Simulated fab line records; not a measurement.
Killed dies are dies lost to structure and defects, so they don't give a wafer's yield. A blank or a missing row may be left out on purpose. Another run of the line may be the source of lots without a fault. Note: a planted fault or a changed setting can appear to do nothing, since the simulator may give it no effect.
fab line records	flow nandHarc
record lots=12	wafers=36	lastDay=24
route steps=1159 shown A_STAIRCASE@586 END@1159
lots with no fault: from the same line, run without faults
startH: start of the lot's first displayed wafer, in hours after the record's first day	waitH: hours since the lot's step before	" unchanged from the row above	L1.1+2: a single row standing in for several wafers	- no value, or no start was given	* or withheld: withheld	< > ~ a bound
route shown NAME@n: NAME is a module with steps in the file, n the number in the route of the first one	usual: the fault-free wafers' mean and standard deviation	same: alike in all rows	chamber/n: place in a boat	sites: per-site readings	_std_site: how widely they spread, as a standard deviation	_edge_site: outer sites' mean less inner sites'	radiusMm: for every site, how far away it sits from the centre of the wafer	mask NAME#n: copy n	behind: the last tool/chamber to shape the wafer	hold: why the lot was held/for how many hours/how that ended	device: names the non-switching transistor (n, p or np)	end of line: tests of these same wafers at the route's end	a step without rows: its recipe alone	killed: count of dies lost to structure and defects at first sort (not the wafer's yield)	map: per-die view of a wafer (x killed, . not killed, _ where there is no die)
set.NAME: the setting that was run; set.NAME@STEP: the one run at that earlier step	model.NAME: the simulator's own value behind a step, which no gauge read
route steps across a sampled set of lots; one table per step, one row per wafer
services: when a tool's chamber went out of use (startH, in hours from the record's first day, below 0 if earlier), for how many hours, and the reason
## steps
# step NHARC_A_STAIRCASE_ETCH_192
# recipe targetDepthA=1000	timeS=40.5	ionEnergyEv=400	c4f8FlowSccm=20	o2FlowSccm=10	arFlowSccm=withheld	rfW=600	biasW=1000	chemistry=C4F8/O2
# usual biasW=999.8/2.8	chamberPressureMTorr=25.000/0.021	oesProductAu=0.938/0.0095	rfVppV=898/5.6
lot.wafer	tool	chamber	startH	waitH	biasW	chamberPressureMTorr	oesProductAu	rfHoursCounterH	rfVppV
L280.2	rieDiel-05	3	-	-	1000.7	25.028	0.923	23	895
L280.5	"	3	"	"	1004.3	25.002	0.935	-	895
L280.6	"	0	"	"	996.2	25.031	0.926	-	898
L281.1	rieDiel-02	1	-	-	999.7	25.018	0.939	37	887
L281.2	"	0	"	"	996.4	25.015	0.946	34	888
L281.6	"	2	"	"	996.9	24.983	0.929	-	894
L286.3	rieDiel-12	3	-	-	1002.9	25.007	0.953	22	901
L286.2	"	0	"	"	1002.2	25.005	0.941	22	905
L286.5	"	3	"	"	1000.5	25.000	0.934	-	902
L285.2	rieDiel-02	2	-	-	1001.3	24.998	0.931	44	894
L285.1	"	0	"	"	1000.2	25.009	0.944	41	889
L285.6	"	2	"	"	999.6	24.950	0.932	-	893
L294.2	rieDiel-05	2	-	-	999.5	24.998	0.924	62	902
L294.3	"	0	"	"	997.9	25.011	0.930	62	897
L294.1	"	1	"	"	995.4	24.972	0.929	60	896
L291.3	rieDiel-05	0	-	-	1000.2	25.017	0.932	64	898
L291.5	"	0	"	"	1003.8	24.994	0.935	-	898
L291.6	"	1	"	"	999.7	24.991	0.945	-	895
L295.1	rieDiel-12	0	-	-	1001.1	24.999	0.935	46	905
L295.6	"	0	"	"	1002.0	25.022	0.926	-	905
L295.5	"	1	"	"	997.9	25.001	0.932	-	903
L296.2	rieDiel-02	3	-	-	1001.4	24.993	0.942	7	889
L296.5	"	1	"	"	1003.6	24.985	0.940	-	887
L296.6	"	2	"	"	999.7	25.035	0.936	-	893
L299.2	rieDiel-12	1	-	-	998.0	25.033	0.928	52	903
L299.3	"	3	"	"	997.3	25.002	0.929	53	901
L299.6	"	1	"	"	996.9	24.982	0.924	-	904
L297.2	rieDiel-02	2	-	-	1005.3	25.018	0.950	8	894
L297.1	"	3	"	"	1000.7	24.987	0.954	8	888
L297.4	"	0	"	"	1000.9	25.017	0.948	8	887
L302.2	rieDiel-05	0	-	-	1001.1	24.994	0.930	9	898
L302.1	"	1	"	"	995.2	25.024	0.935	9	896
L302.4	"	2	"	"	1009.1	25.007	0.940	6	901
L300.2	rieDiel-05	1	-	-	999.0	25.013	0.942	12	895
L300.1	"	0	"	"	998.6	25.007	0.942	13	898
L300.5	"	2	"	"	1000.9	24.982	0.954	-	902
# step NHARC_A_STAIRCASE_TRIM_233
# recipe timeS=211.2	o2FlowSccm=500	arFlowSccm=0	biasW=0	chemistry=O2
# usual drypumpMotorCurrentA=5.9/0.37	oesProductAu=0.999/0.0074	rfVppV=57.7/0.86	showerheadPlenumPTorr=3.55/0.17	throttleValvePct=17.036/0.0086
lot.wafer	tool	chamber	startH	waitH	drypumpMotorCurrentA	oesProductAu	rfHoursCounterH	rfVppV	showerheadPlenumPTorr	throttleValvePct
L280.2	rieDiel-02	1	-	-	6.3	1.009	38	56.9	3.32	17.039
L280.5	"	1	"	"	6.3	1.012	-	57.6	3.32	17.041
L280.6	"	2	"	"	5.3	0.996	-	56.9	3.48	17.036
L281.1	rieDiel-05	2	-	-	6.1	1.006	37	58.7	3.71	17.033
L281.2	"	3	"	"	6.7	1.002	30	56.2	3.52	17.036
L281.6	"	2	"	"	6.2	1.001	-	57.8	3.71	17.039
L286.2	rieDiel-12	3	-	-	5.5	0.991	24	58.6	3.67	17.029
L286.3	"	2	"	"	5.8	1.007	23	57.1	3.57	17.034
L286.5	"	3	"	"	5.5	0.988	-	57.3	3.67	17.035
L285.1	rieDiel-05	0	-	-	5.8	0.997	40	56.8	3.59	17.034
L285.2	"	3	"	"	6.7	0.995	36	58.1	3.52	17.039
L285.6	"	1	"	"	5.9	1.012	-	58.5	3.53	17.031
L294.2	rieDiel-12	3	-	-	5.5	1.001	49	57.8	3.66	17.041
L294.1	"	0	"	"	5.8	1.001	50	59.3	3.78	17.020
L294.3	"	1	"	"	5.9	1.006	48	57.8	3.75	17.050
L291.3	rieDiel-02	3	-	-	6.4	1.007	3	57.0	3.31	17.048
L291.5	"	3	"	"	6.4	1.014	-	57.8	3.31	17.042
L291.6	"	0	"	"	5.7	1.010	-	56.8	3.32	17.028
L295.1	rieDiel-02	2	-	-	5.3	0.988	3	56.6	3.47	17.029
L295.6	"	2	"	"	5.3	0.999	-	57.9	3.47	17.026
L295.5	"	3	"	"	6.4	1.005	-	57.3	3.31	17.042
L296.2	rieDiel-12	1	-	-	5.9	1.007	54	58.6	3.74	17.036
L296.6	"	3	"	"	5.5	0.991	-	57.7	3.66	17.031
L296.5	"	1	"	"	5.9	1.003	-	58.3	3.74	17.025
L299.3	rieDiel-02	3	-	-	6.4	1.006	10	56.8	3.30	17.046
L299.2	"	1	"	"	6.3	0.990	6	57.7	3.30	17.035
L299.6	"	3	"	"	6.4	0.998	-	57.8	3.30	17.032
L297.4	rieDiel-02	0	-	-	5.7	1.007	9	56.5	3.32	17.047
L297.2	"	1	"	"	6.3	0.995	7	57.9	3.30	17.040
L297.1	"	2	"	"	5.3	0.988	10	58.5	3.47	17.034
L302.2	rieDiel-02	2	-	-	5.3	0.993	19	57.1	3.46	17.039
L302.1	"	0	"	"	5.7	1.008	20	57.6	3.31	17.045
L302.4	"	1	"	"	6.3	1.002	17	56.6	3.30	17.027
L300.1	rieDiel-02	1	-	-	6.3	1.005	18	58.8	3.30	17.038
L300.2	"	2	"	"	5.3	0.995	20	58.1	3.46	17.046
L300.5	"	0	"	"	5.7	1.013	-	59.0	3.31	17.049
# step NHARC_A_STAIRCASE_ETCH_234
# recipe targetDepthA=1000	timeS=40.5	ionEnergyEv=400	c4f8FlowSccm=20	o2FlowSccm=10	arFlowSccm=withheld	rfW=600	biasW=1000	chemistry=C4F8/O2
# usual biasW=1000/3.1	chamberPressureMTorr=25.000/0.022	oesProductAu=0.940/0.0098	rfVppV=897/6.1
lot.wafer	tool	chamber	startH	waitH	biasW	chamberPressureMTorr	oesProductAu	rfHoursCounterH	rfVppV
L280.2	rieDiel-02	1	-	-	1000	25.043	0.952	38	888
L280.6	"	0	"	"	998	24.981	0.947	-	890
L280.5	"	1	"	"	1004	25.023	0.943	-	889
L281.1	rieDiel-05	2	-	-	1003	24.992	0.942	37	902
L281.2	"	0	"	"	1000	24.953	0.964	34	897
L281.6	"	1	"	"	997	24.972	0.937	-	896
L286.3	rieDiel-12	0	-	-	1002	25.029	0.941	24	905
L286.2	"	2	"	"	999	24.994	0.951	23	896
L286.5	"	1	"	"	1003	25.008	0.952	-	904
L285.1	rieDiel-05	2	-	-	1003	24.986	0.947	42	902
L285.2	"	3	"	"	1000	25.003	0.941	36	896
L285.6	"	0	"	"	1002	25.001	0.945	-	898
L294.1	rieDiel-12	0	-	-	1000	25.003	0.927	50	905
L294.3	"	1	"	"	1004	25.011	0.933	48	905
L294.2	"	3	"	"	1001	24.981	0.930	49	900
L291.3	rieDiel-02	2	-	-	999	25.026	0.928	3	894
L291.5	"	1	"	"	995	25.002	0.934	-	887
L291.6	"	2	"	"	1003	25.000	0.919	-	894
L295.1	rieDiel-02	2	-	-	1000	24.989	0.914	3	893
L295.6	"	2	"	"	1002	25.009	0.917	-	893
L295.5	"	3	"	"	1004	25.024	0.929	-	888
L296.2	rieDiel-12	0	-	-	1002	25.017	0.945	56	904
L296.5	"	0	"	"	1002	24.981	0.941	-	904
L296.6	"	3	"	"	1000	24.996	0.953	-	900
L299.3	rieDiel-02	0	-	-	997	25.020	0.949	9	888
L299.2	"	2	"	"	996	25.003	0.942	10	893
L299.6	"	1	"	"	998	25.009	0.944	-	888
L297.4	rieDiel-02	1	-	-	1000	25.009	0.948	7	887
L297.1	"	2	"	"	998	24.970	0.953	10	893
L297.2	"	3	"	"	1000	25.031	0.955	11	888
L302.4	rieDiel-02	2	-	-	1002	25.024	0.948	19	893
L302.1	"	3	"	"	997	24.995	0.943	20	888
L302.2	"	1	"	"	1000	25.014	0.940	17	890
L300.1	rieDiel-02	3	-	-	999	25.023	0.945	21	886
L300.2	"	1	"	"	1003	25.014	0.944	18	887
L300.5	"	2	"	"	995	24.998	0.941	-	895
# step NHARC_A_STAIRCASE_ETCH_236
# recipe targetDepthA=1000	timeS=40.5	ionEnergyEv=400	c4f8FlowSccm=20	o2FlowSccm=10	arFlowSccm=withheld	rfW=600	biasW=1000	chemistry=C4F8/O2
# usual biasW=1000.2/2.9	chamberPressureMTorr=24.999/0.025	oesProductAu=0.940/0.0089	rfVppV=896/5.9
lot.wafer	tool	chamber	startH	waitH	biasW	chamberPressureMTorr	oesProductAu	rfHoursCounterH	rfVppV
L280.2	rieDiel-02	2	259.21	-	998.7	24.980	0.926	39	895
L280.6	"	3	"	"	995.9	24.984	0.934	-	889
L280.5	"	0	"	"	999.3	25.004	0.955	-	889
L281.1	rieDiel-05	3	262.93	-	997.3	25.065	0.955	30	897
L281.2	"	0	"	"	1002.6	25.038	0.938	34	897
L281.6	"	3	"	"	999.9	24.978	0.936	-	895
L286.2	rieDiel-12	2	282.82	-	1000.1	24.949	0.956	23	898
L286.3	"	0	"	"	998.1	24.975	0.944	24	903
L286.5	"	2	"	"	1001.9	25.023	0.940	-	897
L285.1	rieDiel-05	0	284.10	-	999.9	24.998	0.943	40	898
L285.2	"	1	"	"	1006.1	24.998	0.951	40	897
L285.6	"	1	"	"	1005.0	25.002	0.941	-	896
L291.3	rieDiel-02	1	342.81	-	-	-	-	-	-
L291.6	"	3	"	"	-	-	-	-	-
L291.5	"	0	"	"	-	-	-	-	-
L294.1	rieDiel-12	3	342.83	-	-	-	-	-	-
L294.3	"	0	"	"	-	-	-	-	-
L294.2	"	1	"	"	-	-	-	-	-
L295.1	rieDiel-02	3	343.19	-	1000.7	24.993	0.948	4	888
L295.6	"	3	"	"	998.0	25.017	0.942	-	887
L295.5	"	0	"	"	997.7	24.962	0.958	-	888
L296.2	rieDiel-12	0	353.80	-	1000.3	25.006	0.935	56	905
L296.5	"	3	"	"	1002.4	25.018	0.928	-	900
L296.6	"	0	"	"	999.7	24.999	0.935	-	905
L299.2	rieDiel-02	3	355.38	-	1000.4	24.983	0.932	11	887
L299.3	"	2	"	"	1002.7	24.980	0.921	10	894
L299.6	"	3	"	"	1006.1	24.972	0.942	-	888
L297.1	rieDiel-02	1	356.03	-	997.9	25.007	0.941	7	889
L297.4	"	3	"	"	999.7	25.022	0.935	11	887
L297.2	"	0	"	"	1000.9	25.043	0.955	10	888
L302.1	rieDiel-02	3	383.74	-	1000.2	24.990	0.942	20	887
L302.4	"	0	"	"	996.4	25.000	0.935	20	887
L302.2	"	1	"	"	997.8	25.037	0.943	17	887
L300.2	rieDiel-02	0	388.18	-	993.1	24.960	0.941	21	889
L300.1	"	1	"	"	1000.4	24.997	0.936	18	889
L300.5	"	2	"	"	1001.0	25.025	0.949	-	894
# step NHARC_END_SORT_01
# recipe tempC=25
# usual killedAtArray=29/12	killedAtOther=0.7/1	killedAtPeriphery=4/3.2	killedDies=34/12	killedOpen=3.4/2	killedShort=1.8/1.3
# same grossDies=677
lot.wafer	tool	chamber	startH	waitH	killedAtArray	killedAtOther	killedAtPeriphery	killedDies	killedOpen	killedShort
L291.3	prober-01	0	531.71	3.1	674	0	3	677	2	0
L291.5	prober-01	0	533.32	3.7	676	1	0	677	1	2
L291.6	prober-01	0	534.12	4.0	676	0	1	677	2	2
L294.1	prober-02	0	544.54	2.5	676	1	0	677	3	0
L294.2	prober-02	0	545.34	2.8	674	0	3	677	7	2
L294.3	prober-02	0	546.14	3.1	671	0	6	677	4	3
# killed by level:class
L291.3 A_STAIRCASE:areaEtch=655 A_STAIRCASE:chamberFilmFlake=8 A_CHANNEL_HOLE_D1:chamberFilmFlake=6 A_CONTACT:chamberFilmFlake=4 P_ZERO_WELL:geometricParticle:open=1 A_WL_FILL:geometricParticle:open=1 P_CONTACT:chamberFilmFlake=1 P_M2:chamberFilmFlake=1
L291.5 A_STAIRCASE:areaEtch=654 A_STAIRCASE:chamberFilmFlake=10 A_CHANNEL_HOLE_D1:chamberFilmFlake=7 A_CONTACT:chamberFilmFlake=3 A_M0:geometricParticle:short=1 A_M0:geometricParticle:open=1 STARTING-WAFER:geometricParticle:short=1
L291.6 A_STAIRCASE:areaEtch=662 A_CHANNEL_HOLE_D1:chamberFilmFlake=4 A_STAIRCASE:chamberFilmFlake=4 A_CONTACT:geometricParticle:open=2 A_CONTACT:chamberFilmFlake=2 P_GATE:geometricParticle:short=1 A_BLC:geometricParticle:short=1 A_SLIT:chamberFilmFlake=1
L294.1 A_STAIRCASE:areaEtch=652 A_CHANNEL_HOLE_D1:chamberFilmFlake=8 A_STAIRCASE:chamberFilmFlake=5 A_CONTACT:chamberFilmFlake=5 A_SLIT:chamberFilmFlake=3 A_CONTACT:geometricParticle:open=2 A_WL_FILL:geometricParticle:open=1 THIN_TSV:chamberFilmFlake=1
L294.2 A_STAIRCASE:areaEtch=634 A_CHANNEL_HOLE_D1:chamberFilmFlake=21 A_CONTACT:chamberFilmFlake=7 A_STAIRCASE:chamberFilmFlake=4 A_WL_FILL:geometricParticle:short=2 A_BLC:geometricParticle:open=2 P_STI:chamberFilmFlake=2 P_M2:geometricParticle:open=1
L294.3 A_STAIRCASE:areaEtch=633 A_CHANNEL_HOLE_D1:chamberFilmFlake=17 A_CONTACT:chamberFilmFlake=9 P_CONTACT:chamberFilmFlake=4 A_STAIRCASE:chamberFilmFlake=4 A_SLIT:chamberFilmFlake=3 A_SLIT:geometricParticle:open=2 P_M0:geometricParticle:open=1
## services
tool	chamber	startH	hours	kind
rieDiel-02	0	233.84	-	clean
rieDiel-02	1	233.84	-	clean
rieDiel-02	2	233.84	-	clean
rieDiel-02	3	233.84	-	clean
rieDiel-02	0	258.34	-	clean
rieDiel-02	1	258.34	-	clean
rieDiel-02	2	258.34	-	clean
rieDiel-02	3	258.34	-	clean
rieDiel-02	2	269.84	3.8	repair
rieDiel-02	0	282.97	-	clean
rieDiel-02	1	282.97	-	clean
rieDiel-02	2	282.97	-	clean
rieDiel-02	3	282.97	-	clean
rieDiel-02	1	290.03	6.3	repair
rieDiel-02	0	307.47	-	clean
rieDiel-02	1	307.47	-	clean
rieDiel-02	2	307.47	-	clean
rieDiel-02	3	307.47	-	clean
rieDiel-02	-	328.07	9.0	pm
rieDiel-02	0	328.07	9.0	ventCycle
rieDiel-12	2	339.80	17.4	repair
rieDiel-05	-	340.66	9.0	pm
rieDiel-05	2	360.06	14.7	repair
rieDiel-12	-	379.51	9.0	pm
## key
firstSign step=NHARC_A_STAIRCASE_ETCH_236	reading=toolRecord	direction=missing
effect step=NHARC_END_SORT_01	reading=killedDies	direction=up	sigmas=55	usual=34	struck=677
moreKillsBornAt NHARC_A_STAIRCASE_ETCH_236@rieDiel-02=1971	NHARC_A_STAIRCASE_ETCH_236@rieDiel-12=1917
metAt NHARC_A_STAIRCASE_ETCH_236
struckLots L291,L294
laterRowsLeftOut L291.3,L291.5,L291.6,L294.1,L294.2,L294.3
testerLeftOut L291,L294
notActingAt NHARC_A_STAIRCASE_ETCH_192,NHARC_A_STAIRCASE_TRIM_233,NHARC_A_STAIRCASE_ETCH_234
onsetBetween 282.82 342.81
fault kind=skippedStepWhole	tool=rieDiel-02,rieDiel-12	chamber=-	onsetH=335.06	steps=NHARC_A_STAIRCASE_ETCH_236	scope=struckLotsOnly
# testerLeftOut: of these lots the tester's yield and bins aren't shown, on N5 and GAA mostly nor the transistor test; their killed dies are dies lost to structure and defects alone, not to doping, threshold or leakage, so they don't give the yield
# laterRowsLeftOut: the simulator's readings of these wafers behind a module that went badly wrong aren't trusted and aren't shown, but for the sort
